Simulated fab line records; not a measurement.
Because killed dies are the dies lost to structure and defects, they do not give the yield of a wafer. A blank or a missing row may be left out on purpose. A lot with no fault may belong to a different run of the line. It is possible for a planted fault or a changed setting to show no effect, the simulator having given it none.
fab line records | flow nandHarc
record: lots: 24 wafers: 72 lastDay: 33
route steps=1302 shown A_SGD_CUT@910 A_SLIT@922 A_WL_FILL@975 A_CONTACT@1004
lots untouched by any fault: they come from a run of this same line in which no faults occurred
startH: hours from the record's opening day to when the first of the lot's shown wafers began | waitH: how many hours have passed since the lot's step before this one | " identical to the entry in the row above | L1.1+2: one row covering several wafers at once | - either no value or no given start | * or withheld: withheld | < > ~ a bound
route shown NAME@n: names a module that has steps shown in the file, with the first one's number in the route | usual: mean/standard deviation of fault-free wafers | same: alike in all rows | chamber/n: place in a boat | sites: per-site readings | _std_site: standard deviation across them | _edge_site: mean of outer sites minus mean of inner sites | radiusMm: for every site, how far away it sits from the centre of the wafer | mask NAME#n: copy n | behind: the last tool/chamber to shape the wafer | hold: the reason the lot was held/the length of the hold in hours/how it ended | device: the n, p or np transistor that did not switch | end of line: the same wafers' tests at the end of the route | for a step that has no rows: nothing shown but its recipe | killed: at the first sort, the dies lost to defects and structure; wafer yield is something else | map: shows each die of a wafer: x if killed, . if not, _ if none is there
set.NAME: the run value of the setting; set.NAME@STEP: its run value at that earlier step | model.NAME: the simulator's own value behind a step, which no gauge read
the route's steps for a sample of lots (tables are steps, rows are wafers)
services: from which hour (startH, from the record's first day; less than 0 if before it) a tool's chamber was out of use, for how many hours, and why
== steps ==
step: NHARC_A_SGD_CUT_STRIP_17
recipe: o2FlowSccm: 500 arFlowSccm: 0 biasW: 0 chemistry: O2
usual: chamberPressureMTorr: 60.00/0.056 drypumpMotorCurrentA: 5.7/0.35 oesProductAu: 1.000/0.0085 rfVppV: 57.8/0.88 showerheadPlenumPTorr: 3.46/0.13 throttleValvePct: 17.037/0.0096
columns lot.wafer tool chamber startH waitH chamberPressureMTorr drypumpMotorCurrentA oesProductAu rfHoursCounterH rfVppV showerheadPlenumPTorr throttleValvePct
L075.4 rieDiel-03 0 - - 60.04 5.2 0.992 11 58.7 3.49 17.022
L075.5 " 2 " " 60.05 5.8 1.007 - 56.5 3.63 17.034
L075.6 " 3 " " 59.96 5.8 1.013 - 58.1 3.45 17.047
L076.4 rieDiel-09 1 - - 60.11 5.2 1.002 11 58.8 3.34 17.026
L076.3 " 3 " " 60.05 5.5 0.987 10 57.8 3.28 17.047
L076.1 " 0 " " 59.95 6.3 0.988 10 57.8 3.55 17.039
L077.3 rieDiel-13 0 - - 60.09 5.5 1.002 4 58.2 3.32 17.056
L077.5 " 0 " " 59.89 5.6 0.995 - 58.0 3.32 17.029
L077.6 " 2 " " 60.07 5.2 0.993 - 57.4 3.45 17.041
L074.1 rieDiel-09 1 - - 59.95 5.2 0.996 12 57.6 3.34 17.052
L074.5 " 3 " " 60.05 5.5 0.991 - 57.8 3.28 17.029
L074.6 " 0 " " 60.05 6.3 0.992 - 56.5 3.55 17.058
L078.4 rieDiel-13 0 - - 59.96 5.5 0.996 5 57.7 3.32 17.041
L078.1 " 1 " " 60.08 6.4 0.990 4 58.0 3.38 17.043
L078.5 " 1 " " 60.00 6.4 0.985 - 58.2 3.38 17.039
L079.3 rieDiel-03 0 - - 59.99 5.2 1.001 1 58.6 3.49 17.037
L079.6 " 0 " " 60.00 5.2 0.999 - 58.1 3.49 17.035
L079.4 " 3 " " 60.00 5.7 1.000 - 57.2 3.45 17.032
L080.1 rieDiel-13 2 - - 60.07 5.2 0.995 6 59.0 3.45 17.046
L080.6 " 3 " " 59.98 5.6 1.006 - 58.6 3.57 17.031
L080.5 " 0 " " 60.02 5.5 1.001 - 56.8 3.32 17.038
L081.2 rieDiel-03 2 - - 59.95 5.8 1.004 2 58.7 3.62 17.045
L081.1 " 3 " " 59.93 5.8 1.001 3 56.5 3.45 17.030
L081.5 " 1 " " 59.96 5.9 0.990 - 57.5 3.31 17.037
L082.1 rieDiel-09 3 - - 60.02 5.5 1.013 1 57.5 3.28 17.050
L082.3 " 0 " " 60.04 6.3 0.999 1 58.0 3.55 17.024
L082.6 " 2 " " 59.94 5.7 1.004 - 58.2 3.71 17.032
L083.3 rieDiel-03 0 - - 59.98 5.2 0.987 5 58.7 3.49 17.044
L083.4 " 1 " " 59.99 5.9 0.996 3 58.3 3.31 17.023
L083.1 " 3 " " 59.97 5.7 1.004 5 58.7 3.45 17.026
L086.2 rieDiel-09 0 - - 60.08 6.3 1.009 3 58.1 3.55 17.046
L086.5 " 0 " " 59.98 6.3 0.995 - 57.9 3.55 17.018
L086.6 " 1 " " 59.92 5.2 1.001 - 56.9 3.33 17.039
L085.3 rieDiel-03 2 - - 59.91 5.8 1.015 5 58.9 3.62 17.033
L085.6 " 3 " " 59.93 5.7 1.006 - 57.4 3.44 17.039
L085.5 " 0 " " 60.09 5.2 0.995 - 57.1 3.48 17.042
L084.2 rieDiel-13 3 - - 59.95 5.6 0.992 1 59.7 3.56 17.021
L084.3 " 0 " " 59.96 5.5 0.985 1 57.9 3.32 17.030
L084.1 " 1 " " 60.08 6.3 1.005 1 57.8 3.37 17.027
L087.3 rieDiel-13 0 - - 60.05 5.5 0.989 1 57.7 3.32 17.043
L087.4 " 2 " " 59.98 5.2 0.988 1 56.4 3.45 17.042
L087.5 " 1 " " 59.96 6.4 1.012 - 56.3 3.37 17.048
L089.2 rieDiel-03 2 - - 60.08 5.8 1.002 7 58.6 3.62 17.045
L089.1 " 3 " " 60.03 5.7 0.992 7 58.6 3.44 17.045
L089.4 " 0 " " 59.99 5.2 0.997 8 57.5 3.48 17.063
L088.2 rieDiel-13 2 - - 60.04 5.2 0.997 3 58.8 3.45 17.039
L088.5 " 3 " " 59.98 5.6 1.002 - 57.8 3.56 17.036
L088.6 " 0 " " 60.06 5.6 0.995 - 58.7 3.31 17.040
L090.1 rieDiel-09 2 - - 59.95 5.7 1.017 7 58.3 3.70 17.040
L090.4 " 3 " " 59.93 5.5 1.005 8 55.6 3.27 17.026
L090.2 " 0 " " 59.92 6.3 1.007 7 58.1 3.54 17.031
L091.3 rieDiel-13 3 - - 59.98 5.6 0.996 4 56.8 3.56 17.029
L091.2 " 0 " " 60.01 5.5 0.994 4 58.9 3.31 17.034
L091.4 " 1 " " 59.98 6.3 1.003 3 57.0 3.37 17.037
L093.4 rieDiel-13 1 - - 59.98 6.3 1.006 4 57.6 3.37 17.048
L093.6 " 2 " " 59.96 5.2 0.992 - 58.9 3.45 17.042
L093.5 " 3 " " 59.96 5.6 1.002 - 58.3 3.56 17.029
L092.3 rieDiel-03 0 - - 59.93 5.2 0.987 11 57.4 3.48 17.021
L092.1 " 2 " " 60.02 5.8 1.015 11 58.4 3.62 17.037
L092.6 " 3 " " 59.99 5.7 1.007 - 58.2 3.44 17.022
L095.1 rieDiel-13 2 - - 60.03 5.2 0.990 6 58.2 3.45 17.044
L095.3 " 3 " " 60.02 5.6 0.994 6 58.1 3.56 17.041
L095.4 " 0 " " 60.04 5.6 0.991 6 57.8 3.31 17.040
L094.1 rieDiel-09 3 - - 59.94 5.5 0.991 12 56.0 3.27 17.042
L094.2 " 0 " " 60.11 6.3 1.006 12 57.7 3.54 17.040
L094.4 " 0 " " 60.06 6.3 0.996 - 57.8 3.54 17.039
L096.1 rieDiel-03 2 - - 59.99 5.8 1.020 0 57.1 3.62 17.036
L096.3 " 0 " " 60.04 5.2 0.996 0 56.6 3.48 17.056
L096.5 " 1 " " 59.93 5.9 1.003 - 57.5 3.30 17.038
L097.4 rieDiel-09 2 - - 60.11 5.7 1.005 13 58.7 3.70 17.040
L097.3 " 1 " " 59.92 5.2 1.001 12 59.1 3.33 17.014
L097.5 " 2 " " 60.09 5.7 1.000 - 57.9 3.70 17.026
step: NHARC_A_SLIT_DEP_25
recipe: targetThkA: 2000 tempC: 400 pressureTorr: 6.5 rfW: 900 teosFlowSccm: 161.4 flowSccm: 2650 targetThkNm: 200 gas: O2 material: SiO2
usual: heaterPowerW: 577/88 throttleValvePct: 15.9/0.59
columns lot.wafer tool chamber startH waitH heaterPowerW throttleValvePct
L076.3 pecvd-01 0 461.58 0.1 701 15.4
L076.1 " 1 " " 576 16.0
L076.4 " 0 " " 715 15.5
L075.5 pecvd-02 1 461.75 0.3 551 15.4
L075.6 " 2 " " 486 16.1
L075.4 " 0 " " 622 15.6
L077.3 pecvd-01 2 461.78 0.2 579 16.4
L077.6 " 0 " " 691 15.3
L077.5 " 1 " " 537 16.1
L074.1 pecvd-02 0 468.92 0.1 559 15.7
L074.5 " 0 " " 577 15.9
L074.6 " 1 " " 542 15.5
L078.1 pecvd-01 0 478.68 0.1 704 15.6
L078.5 " 0 " " 734 15.5
L078.4 " 1 " " 658 16.3
L079.3 pecvd-01 0 491.58 0.1 735 15.5
L079.6 " 1 " " 694 16.3
L079.4 " 2 " " 511 16.3
L080.1 pecvd-02 2 492.03 0.1 373 16.4
L080.5 " 2 " " 388 16.1
L080.6 " 0 " " 631 16.1
L081.1 pecvd-02 0 510.05 0.1 614 15.6
L081.2 " 2 " " 434 16.4
L081.5 " 0 " " 619 16.1
L082.1 pecvd-02 2 520.64 0.1 411 16.3
L082.3 " 1 " " 481 15.5
L082.6 " 2 " " 422 16.4
L083.1 pecvd-01 1 534.13 0.1 608 15.6
L083.3 " 2 " " 652 16.4
L083.4 " 2 " " 649 16.2
L084.3 pecvd-02 2 545.06 0.1 490 16.7
L084.2 " 0 " " 518 16.3
L084.1 " 1 " " 479 15.8
L085.3 pecvd-02 2 545.30 0.3 489 16.5
L085.5 " 0 " " 625 16.1
L085.6 " 1 " " 524 15.9
L086.2 pecvd-04 1 545.30 0.2 483 15.1
L086.5 " 2 " " 684 16.5
L086.6 " 0 " " 510 17.0
L087.3 pecvd-01 0 561.20 0.1 736 15.4
L087.4 " 2 " " 563 16.1
L087.5 " 0 " " 729 15.4
L088.2 pecvd-01 1 583.77 0.1 650 15.6
L088.6 " 1 " " 643 15.8
L088.5 " 2 " " 575 16.2
L089.1 pecvd-04 0 583.87 0.2 545 17.5
L089.2 " 1 " " 496 14.6
L089.4 " 1 " " 510 14.5
L091.3 pecvd-01 1 598.84 0.1 642 15.7
L091.2 " 2 " " 549 16.4
L091.4 " 2 " " 568 16.3
L090.1 pecvd-01 0 599.04 0.3 630 15.4
L090.2 " 1 " " 586 15.7
L090.4 " 0 " " 652 15.1
L092.1 pecvd-02 0 622.81 0.1 563 16.4
L092.3 " 1 " " 487 15.2
L092.6 " 0 " " 572 16.0
L093.6 pecvd-01 2 622.88 0.2 621 16.3
L093.4 " 0 " " 776 15.2
L093.5 " 1 " " 660 15.6
L095.1 pecvd-02 2 650.08 0.1 490 15.8
L095.3 " 1 " " 528 15.4
L095.4 " 2 " " 485 15.9
L096.1 pecvd-04 1 650.38 0.3 503 14.5
L096.3 " 0 " " 622 16.9
L096.5 " 0 " " 630 16.7
L094.2 pecvd-01 1 650.45 0.3 564 15.6
L094.1 " 0 " " 763 15.3
L094.4 " 1 " " 577 16.0
L097.3 pecvd-04 2 672.62 0.2 556 16.5
L097.4 " 1 " " 497 14.5
L097.5 " 1 " " 508 14.2
step: NHARC_A_WL_FILL_ALD_19
recipe: targetThkA: 20 pulseTimeS: 3 aldCycles: 100 tempC: 450 material: TiN
usual: heaterPowerW: 1112/130 precursorPulseHeightRel: 0.996/0.02
columns lot.wafer tool chamber startH waitH heaterPowerW precursorPulseHeightRel
L076.1 aldMetal-02 0 499.25 0.1 1090 1.012
L076.4 " 1 " " 886 0.987
L076.3 " 3 " " 1204 0.987
L075.4 aldMetal-01 2 499.26 0.1 1181 0.978
L075.6 " 2 " " 1182 1.017
L075.5 " 3 " " 1321 0.998
L077.3 aldMetal-02 2 503.95 0.1 1234 0.978
L077.5 " 1 " " 905 1.025
L077.6 " 2 " " 1225 0.993
L074.1 aldMetal-03 0 508.98 0.1 982 1.011
L074.6 " 3 " " 1026 0.988
L074.5 " 0 " " 979 0.998
L078.1 aldMetal-03 3 516.76 0.1 1054 0.966
L078.4 " 0 " " 952 0.990
L078.5 " 2 " " 1177 0.994
L079.3 aldMetal-02 1 526.82 0.1 912 1.025
L079.4 " 3 " " 1242 0.994
L079.6 " 2 " " 1233 0.999
L080.1 aldMetal-03 1 526.85 0.1 1035 1.019
L080.5 " 0 " " 995 0.989
L080.6 " 1 " " 1022 1.002
L081.1 aldMetal-02 0 545.40 0.1 1083 1.012
L081.2 " 1 " " 889 1.024
L081.5 " 2 " " 1278 1.018
L082.1 aldMetal-01 2 556.70 0.1 1209 1.045
L082.3 " 0 " " 1223 1.017
L082.6 " 3 " " 1328 1.018
L083.4 aldMetal-01 3 569.70 0.1 1359 1.033
L083.1 " 0 " " 1218 0.985
L083.3 " 1 " " 1072 0.941
L084.1 aldMetal-02 3 581.77 0.1 1221 1.005
L084.3 " 0 " " 1099 0.987
L084.2 " 1 " " 903 0.976
L086.2 aldMetal-03 3 581.79 0.1 1075 0.989
L086.5 " 2 " " 1081 1.006
L086.6 " 3 " " 1086 0.984
L085.3 aldMetal-01 3 587.08 0.1 1395 1.014
L085.5 " 2 " " 1199 0.981
L085.6 " 3 " " 1371 0.987
L087.3 aldMetal-03 3 601.72 0.1 1098 1.050
L087.4 " 0 " " 926 1.043
L087.5 " 2 " " 1103 0.977
L089.4 aldMetal-02 0 623.43 0.1 1066 1.030
L089.1 " 2 " " 1182 0.970
L089.2 " 3 " " 1238 0.977
L088.2 aldMetal-03 1 626.43 0.1 1027 0.981
L088.6 " 0 " " 931 1.008
L088.5 " 1 " " 1008 0.980
L091.4 aldMetal-01 2 639.61 0.1 1177 0.973
L091.2 " 3 " " 1342 1.006
L091.3 " 1 " " 1093 0.946
L090.2 aldMetal-02 2 639.63 0.1 1185 0.952
L090.4 " 3 " " 1254 1.015
L090.1 " 0 " " 1087 1.004
L092.3 aldMetal-01 0 657.42 0.1 1213 0.966
L092.1 " 1 " " 1085 0.968
L092.6 " 1 " " 1064 1.013
L093.4 aldMetal-01 0 661.31 0.2 1187 1.010
L093.5 " 1 " " 1085 0.967
L093.6 " 2 " " 1173 1.029
L094.1 aldMetal-02 3 688.43 0.1 1196 1.024
L094.2 " 1 " " 856 1.003
L094.4 " 2 " " 1186 1.005
L095.1 aldMetal-03 1 688.46 0.1 1013 0.998
L095.4 " 2 " " 1140 1.014
L095.3 " 3 " " 1086 0.991
L096.1 aldMetal-02 1 691.61 0.1 862 1.011
L096.3 " 2 " " 1209 0.979
L096.5 " 3 " " 1233 1.001
L097.3 aldMetal-03 0 712.33 0.1 941 0.999
L097.4 " 2 " " 1116 0.956
L097.5 " 0 " " 959 1.011
step: NHARC_A_WL_FILL_CMP_12
recipe: tOverpolishS: 30 targetThkNm: 100
usual: motorCurrentA: 11.9/1.2 overpolishRunS: 30.000/0.0089 timeToEndpointS: 20.6/2.8
columns lot.wafer tool chamber startH waitH motorCurrentA overpolishRunS timeToEndpointS
L076.1 cmp-03 0 499.63 0.1 13.5 30.005 15.1
L076.4 " 2 " " 12.5 30.001 21.0
L076.3 " 3 " " 9.5 30.000 23.3
L075.4 cmp-02 2 499.69 0.1 12.0 30.000 24.1
L075.6 " 0 " " 10.9 29.997 24.3
L075.5 " 1 " " 13.1 29.994 18.5
L077.3 cmp-03 3 504.38 0.2 9.5 30.006 20.7
L077.6 " 3 " " 10.1 29.989 22.3
L077.5 " 0 " " 13.6 30.004 20.0
L074.1 cmp-02 2 509.39 0.2 11.1 29.995 22.7
L074.6 " 0 " " 10.7 30.007 24.3
L074.5 " 1 " " 14.0 29.992 18.2
L078.1 cmp-02 3 517.14 0.2 12.0 29.998 24.3
L078.4 " 1 " " 13.8 29.996 19.9
L078.5 " 2 " " 11.7 30.001 24.4
L079.3 cmp-03 1 527.23 0.1 10.9 30.007 20.0
L079.4 " 3 " " 9.3 30.000 23.7
L079.6 " 1 " " 10.8 30.002 19.0
L080.1 cmp-04 2 527.23 0.2 11.3 29.994 23.6
L080.5 " 1 " " 13.0 30.000 21.1
L080.6 " 2 " " 11.6 30.020 24.1
L081.2 cmp-02 1 545.76 0.2 14.0 30.003 21.5
L081.1 " 3 " " 13.8 29.986 26.1
L081.5 " 0 " " 11.1 29.998 21.8
L082.1 cmp-04 3 557.14 0.2 11.7 30.006 18.8
L082.3 " 0 " " 11.1 30.004 20.4
L082.6 " 1 " " 13.6 30.008 18.0
L083.3 cmp-03 0 570.06 0.1 13.4 29.994 17.5
L083.4 " 2 " " 11.9 29.989 22.3
L083.1 " 3 " " 10.0 29.992 20.3
L084.3 cmp-04 0 582.15 0.1 12.0 29.990 19.8
L084.2 " 2 " " 11.7 30.016 23.1
L084.1 " 3 " " 11.1 29.995 18.7
L086.2 cmp-03 3 582.16 0.2 9.1 29.993 19.9
L086.6 " 3 " " 9.5 29.992 19.6
L086.5 " 0 " " 13.8 29.998 17.0
L085.3 cmp-04 3 587.49 0.1 12.2 29.991 19.1
L085.6 " 1 " " 13.5 29.989 18.3
L085.5 " 2 " " 12.2 30.009 25.3
L087.4 cmp-03 2 602.08 0.1 12.3 30.002 21.1
L087.3 " 0 " " 13.3 29.991 21.2
L087.5 " 2 " " 12.1 29.999 22.4
L089.4 cmp-03 3 623.81 0.1 9.6 29.991 19.0
L089.1 " 1 " " 11.5 30.017 15.5
L089.2 " 2 " " 12.0 30.010 19.5
L088.2 cmp-03 3 626.79 0.1 10.0 29.987 20.3
L088.5 " 3 " " 9.6 29.998 19.1
L088.6 " 0 " " 14.0 30.005 18.5
L091.2 cmp-04 3 640.00 0.1 11.2 30.019 19.4
L091.4 " 1 " " 12.6 30.011 17.7
L091.3 " 2 " " 11.9 30.002 21.6
L090.1 cmp-02 0 640.18 0.2 10.8 29.994 20.5
L090.4 " 1 " " 13.1 29.988 15.9
L090.2 " 2 " " 12.5 30.004 21.6
L092.1 cmp-04 3 657.81 0.2 10.9 30.009 20.7
L092.3 " 1 " " 12.8 30.009 19.8
L092.6 " 0 " " 11.4 29.994 20.9
L093.4 cmp-02 2 661.63 0.1 11.9 29.982 24.8
L093.5 " 2 " " 11.9 29.991 23.9
L093.6 " 3 " " 12.5 29.998 24.5
L094.1 cmp-04 0 688.81 0.2 11.6 29.992 18.6
L094.4 " 1 " " 12.9 29.995 17.2
L094.2 " 2 " " 11.8 29.999 19.8
L095.3 cmp-02 2 688.82 0.1 11.5 29.997 23.3
L095.4 " 0 " " 10.8 30.003 19.3
L095.1 " 1 " " 13.5 29.993 16.5
L096.1 cmp-04 3 691.95 0.2 11.5 29.985 18.5
L096.3 " 0 " " 11.2 29.994 18.2
L096.5 " 3 " " 11.5 30.008 19.0
L097.3 cmp-03 0 712.73 0.1 13.2 29.996 22.2
L097.4 " 2 " " 13.2 30.017 24.3
L097.5 " 3 " " 10.1 30.018 24.6
step: NHARC_A_CONTACT_ETCH_51
recipe: targetDepthA: 70000 overEtchFrac: 0.3 timeS: 1820 ionEnergyEv: 150 o2FlowSccm: 400 cosFlowSccm: 20 arFlowSccm: 0 rfW: 500 biasW: 300 chemistry: O2/COS
usual: chamberPressureMTorr: 20.001/0.016 drypumpMotorCurrentA: 5.9/0.33 oesProductAu: 1.002/0.01 rfVppV: 312.8/1.4 showerheadPlenumPTorr: 3.03/0.083 throttleValvePct: 28.332/0.0099
same: timeS: 1820
columns lot.wafer tool chamber startH waitH chamberPressureMTorr drypumpMotorCurrentA oesProductAu rfHoursCounterH rfVppV showerheadPlenumPTorr throttleValvePct
L076.3 rieDiel-11 3 - - 20.018 6.2 1.017 13 312.6 3.04 28.322
L076.1 " 0 " " 19.982 5.9 0.992 13 311.3 2.92 28.323
L076.4 " 2 " " 20.006 5.7 1.012 12 314.2 3.01 28.333
L075.4 rieDiel-06 3 - - 19.993 5.9 0.987 3 313.0 3.08 28.320
L075.6 " 1 " " 19.987 5.7 0.997 - 313.4 3.07 28.344
L075.5 " 2 " " 19.985 6.6 0.998 - 313.8 3.04 28.324
L077.3 rieDiel-11 1 - - 19.992 5.9 0.999 13 313.8 3.09 28.318
L077.5 " 0 " " 19.997 5.9 1.006 - 309.8 2.92 28.329
L077.6 " 1 " " 19.991 5.9 0.997 - 314.6 3.09 28.342
L074.1 rieDiel-06 0 - - 20.045 5.5 0.994 6 315.8 3.28 28.337
L074.6 " 2 " " 20.015 6.6 1.000 - 312.3 3.04 28.330
L074.5 " 3 " " 20.012 5.9 0.992 - 314.2 3.07 28.343
L078.1 rieDiel-08 3 - - 20.006 5.5 0.999 55 311.3 2.93 28.339
L078.5 " 0 " " 20.007 5.2 1.006 - 313.1 3.10 28.343
L078.4 " 2 " " 20.004 5.4 1.002 - 314.0 3.08 28.334
L079.4 rieDiel-11 1 - - 19.994 5.9 0.997 19 313.2 3.08 28.319
L079.3 " 2 " " 20.000 5.7 0.998 18 311.9 3.00 28.336
L079.6 " 3 " " 19.995 6.2 1.014 - 313.2 3.04 28.313
L080.1 rieDiel-11 0 - - 20.008 5.9 0.990 21 312.5 2.92 28.322
L080.5 " 3 " " 20.014 6.2 0.999 - 312.9 3.04 28.331
L080.6 " 0 " " 20.022 5.9 0.999 - 311.1 2.92 28.331
L081.2 rieDiel-11 1 - - 19.983 5.9 0.991 25 314.0 3.08 28.345
L081.1 " 2 " " 20.018 5.7 1.010 24 311.0 3.00 28.350
L081.5 " 1 " " 20.020 5.9 1.004 - 314.1 3.08 28.354
L082.3 rieDiel-08 3 - - 19.985 5.6 0.999 2 311.2 2.92 28.348
L082.1 " 1 " " 20.012 5.7 1.011 2 312.6 3.15 28.331
L082.6 " 2 " " 20.003 5.4 0.991 - 312.6 3.07 28.325
L083.3 rieDiel-06 0 - - 19.997 5.5 0.997 24 315.9 3.27 28.355
L083.1 " 1 " " 20.014 5.7 1.018 30 312.6 3.06 28.319
L083.4 " 1 " " 20.013 5.7 1.008 - 312.5 3.06 28.332
L084.1 rieDiel-06 1 - - 19.995 5.7 1.009 34 312.6 3.06 28.339
L084.2 " 3 " " 20.012 5.9 1.006 29 313.8 3.06 28.336
L084.3 " 0 " " 19.978 5.5 0.982 29 315.5 3.26 28.335
L086.2 rieDiel-11 0 - - 19.983 5.9 0.980 31 311.9 2.91 28.335
L086.5 " 1 " " 19.973 5.9 0.999 - 315.9 3.08 28.331
L086.6 " 2 " " 20.019 5.7 1.008 - 312.9 3.00 28.329
L085.3 rieDiel-06 1 - - 19.990 5.7 1.017 36 312.1 3.06 28.328
L085.6 " 2 " " 19.986 6.7 0.993 - 313.9 3.02 28.346
L085.5 " 3 " " 19.998 5.9 1.004 - 313.9 3.06 28.324
L087.4 rieDiel-11 2 - - 20.001 5.7 1.006 34 313.7 2.99 28.318
L087.3 " 3 " " 20.036 6.2 1.020 33 312.6 3.03 28.335
L087.5 " 2 " " 20.026 5.7 1.007 - 312.3 2.99 28.342
L089.1 rieDiel-11 3 - - 20.005 6.2 1.010 1 312.1 3.03 28.324
L089.4 " 0 " " 19.987 5.9 1.004 1 311.3 2.91 28.337
L089.2 " 1 " " 19.999 5.9 0.997 1 313.2 3.08 28.325
L088.2 rieDiel-08 3 - - 19.985 5.5 0.995 22 308.7 2.91 28.336
L088.6 " 3 " " 20.037 5.5 0.992 - 310.6 2.91 28.337
L088.5 " 0 " " 20.014 5.2 1.033 - 312.8 3.09 28.347
L091.4 rieDiel-11 0 - - 19.990 5.9 1.012 2 311.0 2.91 28.321
L091.3 " 1 " " 20.026 5.9 1.000 4 313.4 3.07 28.333
L091.2 " 3 " " 20.007 6.2 1.022 3 311.5 3.03 28.338
L090.1 rieDiel-11 3 - - 20.002 6.2 1.010 4 313.1 3.03 28.324
L090.2 " 0 " " 19.995 5.9 1.000 3 310.9 2.91 28.339
L090.4 " 1 " " 19.982 5.9 0.997 5 313.9 3.07 28.328
L092.1 rieDiel-11 0 - - 19.984 5.9 1.016 6 311.0 2.91 28.338
L092.3 " 1 " " 20.002 5.9 0.996 8 313.2 3.07 28.332
L092.6 " 0 " " 19.976 5.9 1.009 - 310.3 2.91 28.327
L093.4 rieDiel-11 2 - - 20.037 5.7 1.011 7 312.2 2.99 28.319
L093.6 " 2 " " 20.003 5.7 1.014 - 311.6 2.99 28.336
L093.5 " 3 " " 20.011 6.2 1.002 - 313.2 3.03 28.332
L094.4 rieDiel-08 2 - - 19.985 5.4 0.999 47 313.3 3.05 28.332
L094.2 " 0 " " 20.012 5.2 1.007 45 313.4 3.08 28.331
L094.1 " 1 " " 19.977 5.7 1.006 45 313.4 3.13 28.325
L095.3 rieDiel-11 0 - - 20.000 5.9 1.001 10 308.9 2.91 28.341
L095.4 " 1 " " 19.979 5.9 1.006 12 314.6 3.07 28.329
L095.1 " 2 " " 19.975 5.7 1.014 11 312.2 2.99 28.338
L096.3 rieDiel-11 3 - - 20.000 6.2 0.991 14 313.5 3.02 28.336
L096.1 " 0 " " 19.986 5.9 0.992 11 311.2 2.91 28.331
L096.5 " 1 " " 20.029 5.9 0.993 - 312.7 3.07 28.339
L097.3 rieDiel-06 3 - - 19.998 6.0 0.998 17 312.2 3.04 28.346
L097.4 " 1 " " 20.013 5.7 1.013 13 313.7 3.04 28.321
L097.5 " 3 " " 20.027 5.9 0.993 - 313.3 3.04 28.358
step: NHARC_A_CONTACT_OVL_MEAS_70
usual: overlayXNm: -0.3/0.81 overlayYNm: -0.1/0.76
columns lot.wafer tool chamber startH waitH overlayXNm overlayYNm
L076.1 overlay-02 - 516.47 - -0.2 -0.7
L076.3 " - " " -1.0 0.1
L076.4 " - " " -0.7 0.2
L075.4 overlay-01 - 518.77 - -1.6 0.2
L075.5 " - " " -1.6 0.2
L075.6 " - " " -1.9 0.8
L077.3 overlay-02 - 521.97 - -0.3 0.6
L077.5 " - " " -0.4 1.6
L077.6 " - " " -0.8 0.9
L074.1 overlay-01 - 529.61 - -1.5 -0.2
L074.5 " - " " -1.2 -0.5
L074.6 " - " " -1.0 -0.2
L078.1 overlay-02 - 539.98 - -0.4 0.2
L078.4 " - " " -0.1 -0.1
L078.5 " - " " -0.1 -0.3
L079.3 overlay-02 - 545.43 - -0.7 -0.1
L079.4 " - " " -0.8 0.5
L079.6 " - " " -0.4 0.1
L080.1 overlay-01 - 545.91 - -1.7 0.2
L080.5 " - " " -1.5 0.2
L080.6 " - " " -1.0 -0.1
L081.1 overlay-02 - 564.95 - 0.4 0.3
L081.2 " - " " 0.1 -0.9
L081.5 " - " " -0.1 -0.3
L082.1 overlay-02 - 574.15 - 0.0 -0.4
L082.3 " - " " 0.2 -1.0
L082.6 " - " " -0.7 -0.7
L083.1 overlay-01 - 586.93 - 0.5 0.0
L083.3 " - " " 0.0 -0.4
L083.4 " - " " 0.4 0.2
L084.1 overlay-01 - 598.93 - 0.3 0.0
L084.2 " - " " 0.5 -0.5
L084.3 " - " " 0.2 -0.5
L086.2 overlay-01 - 599.82 - -0.5 -0.3
L086.5 " - " " -0.8 -0.6
L086.6 " - " " -1.3 -0.6
L085.3 overlay-01 - 607.49 - 1.3 1.0
L085.5 " - " " 1.4 0.7
L085.6 " - " " 1.0 1.1
L087.3 overlay-01 - 620.46 - -1.5 -1.8
L087.4 " - " " -1.3 -2.0
L087.5 " - " " -0.8 -1.9
L089.1 overlay-02 - 642.23 - 0.3 -0.1
L089.2 " - " " 0.2 0.2
L089.4 " - " " 0.1 -0.2
L088.2 overlay-02 - 643.32 - 0.9 -1.4
L088.5 " - " " 0.7 -1.3
L088.6 " - " " 1.2 -0.7
L091.2 overlay-02 - 659.31 - 0.7 0.2
L091.3 " - " " 0.1 0.0
L091.4 " - " " -0.2 -0.3
L090.1 overlay-02 - 660.31 - -1.4 -1.0
L090.2 " - " " -1.2 -1.6
L090.4 " - " " -1.0 -1.3
L092.1 overlay-01 - 677.18 - 0.9 0.0
L092.3 " - " " 0.3 0.2
L092.6 " - " " 0.9 -0.1
L093.4 overlay-01 - 684.73 - -0.2 -1.2
L093.5 " - " " -0.4 -0.9
L093.6 " - " " -0.6 -0.7
L094.1 overlay-02 - 705.24 - 0.1 -0.5
L094.2 " - " " -0.6 -0.9
L094.4 " - " " -0.4 -0.7
L095.1 overlay-02 - 707.65 - -0.7 0.4
L095.3 " - " " -0.8 -0.5
L095.4 " - " " -0.6 0.9
L096.1 overlay-02 - 712.33 - 1.6 0.2
L096.3 " - " " 0.9 0.5
L096.5 " - " " 1.2 0.7
L097.3 overlay-01 - 729.83 - -0.5 0.9
L097.4 " - " " 0.1 0.8
L097.5 " - " " -0.1 1.7
== services ==
columns tool chamber startH hours kind
aldMetal-02 - 432.00 10.0 pm
rieDiel-11 - 432.52 9.0 pm
pecvd-01 2 443.62 7.6 repair
rieDiel-13 1 455.85 7.9 repair
pecvd-02 - 455.98 2.1 repair
cmp-03 - 456.00 4.0 pm
pecvd-01 - 492.30 13.0 pm
rieDiel-13 2 498.41 1.5 repair
pecvd-01 1 511.45 3.5 repair
rieDiel-13 - 519.00 9.0 pm
rieDiel-11 - 524.67 0.5 repair
rieDiel-11 3 538.83 4.8 repair
cmp-03 - 554.00 4.0 pm
pecvd-02 - 591.61 13.0 pm
pecvd-01 - 592.65 5.9 repair
aldMetal-02 - 610.00 10.0 pm
rieDiel-11 - 610.09 9.0 pm
pecvd-01 1 625.14 10.8 repair
pecvd-02 2 634.22 9.0 repair
rieDiel-11 0 638.44 8.4 repair
rieDiel-11 3 641.77 4.4 repair
rieDiel-11 2 655.86 10.1 repair
pecvd-01 - 673.38 13.0 pm
rieDiel-11 2 703.06 4.4 repair
== key ==
fault none
